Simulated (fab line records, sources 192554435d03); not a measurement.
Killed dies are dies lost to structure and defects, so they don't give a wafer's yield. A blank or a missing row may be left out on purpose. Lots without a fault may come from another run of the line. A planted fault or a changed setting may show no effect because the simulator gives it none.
Chamber matching | flow n5_finfet | N5_DUMMY_GATE_STRIP_48 on rie_diel-01: 4 sister chambers
The step strips in N2/H2, time 20 s. 18 wafers are shown with their chamber, then 9 later ones without.

WAFERS WITH THEIR CHAMBER
wafer  | chamber | showerhead_plenum_p_Torr (Torr) | throttle_valve_pct (%) | drypump_motor_current_A (A)
L076.2 | 1       | 3.46                            | 12.13                  | 6.13
L076.3 | 0       | 3.30                            | 11.70                  | 5.69
L076.4 | 2       | 3.51                            | 12.46                  | 5.69
L077.1 | 0       | 3.30                            | 11.71                  | 5.68
L077.2 | 3       | 3.43                            | 12.16                  | 5.84
L077.5 | 2       | 3.51                            | 12.46                  | 5.67
L081.1 | 2       | 3.51                            | 12.49                  | 5.68
L081.2 | 3       | 3.43                            | 12.17                  | 5.86
L081.4 | 1       | 3.45                            | 12.14                  | 6.09
L084.2 | 0       | 3.30                            | 11.73                  | 5.69
L084.4 | 2       | 3.51                            | 12.48                  | 5.68
L084.6 | 3       | 3.42                            | 12.18                  | 5.88
L086.1 | 1       | 3.45                            | 12.19                  | 6.12
L086.2 | 3       | 3.42                            | 12.20                  | 5.86
L086.4 | 2       | 3.50                            | 12.50                  | 5.68
L089.1 | 1       | 3.44                            | 12.18                  | 6.12
L089.3 | 3       | 3.42                            | 12.20                  | 5.84
L089.5 | 1       | 3.44                            | 12.17                  | 6.16

SIGNATURES (means of the wafers above)
reading                  | chamber 0 | chamber 1 | chamber 2 | chamber 3 | scatter within a chamber
showerhead_plenum_p_Torr | 3.3000    | 3.4480    | 3.5080    | 3.4240    | 0.00586
throttle_valve_pct       | 11.7133   | 12.1620   | 12.4780   | 12.1820   | 0.0202
drypump_motor_current_A  | 5.6867    | 6.1240    | 5.6800    | 5.8560    | 0.0167
Rule: a wafer's distance from a chamber is the root of the sum, over the readings, of the square of ((its reading less the chamber's mean) divided by the reading's scatter). The wafer belongs to the nearest chamber; if the next one is less than 2 further off, it can't be placed. The scatter: the root of (the sum of the squares of (reading less its chamber's mean) over the shown wafers, divided by (wafers less chambers)).

WAFERS WITHOUT THEIR CHAMBER
wafer  | showerhead_plenum_p_Torr (Torr) | throttle_valve_pct (%) | drypump_motor_current_A (A)
L091.1 | 3.42                            | 12.22                  | 5.85
L091.2 | 3.44                            | 12.19                  | 6.13
L091.3 | 3.29                            | 11.77                  | 5.66
L091.4 | 3.44                            | 12.20                  | 6.14
L091.5 | 3.29                            | 11.79                  | 5.66
L091.6 | 3.42                            | 12.23                  | 5.85
L096.3 | 3.50                            | 12.54                  | 5.66
L096.5 | 3.44                            | 12.22                  | 6.16
L096.6 | 3.28                            | 11.78                  | 5.68

WHICH CHAMBER EACH WENT THROUGH
wafer  | from the rows above | in truth
L091.1 | 3                   | 3
L091.2 | 1                   | 1
L091.3 | 0                   | 0
L091.4 | 1                   | 1
L091.5 | 0                   | 0
L091.6 | 3                   | 3
L096.3 | 2                   | 2
L096.5 | 1                   | 1
L096.6 | 0                   | 0
Placed correctly: 9 of 9. Can't be placed from these rows: 0. Placed wrongly: 0.
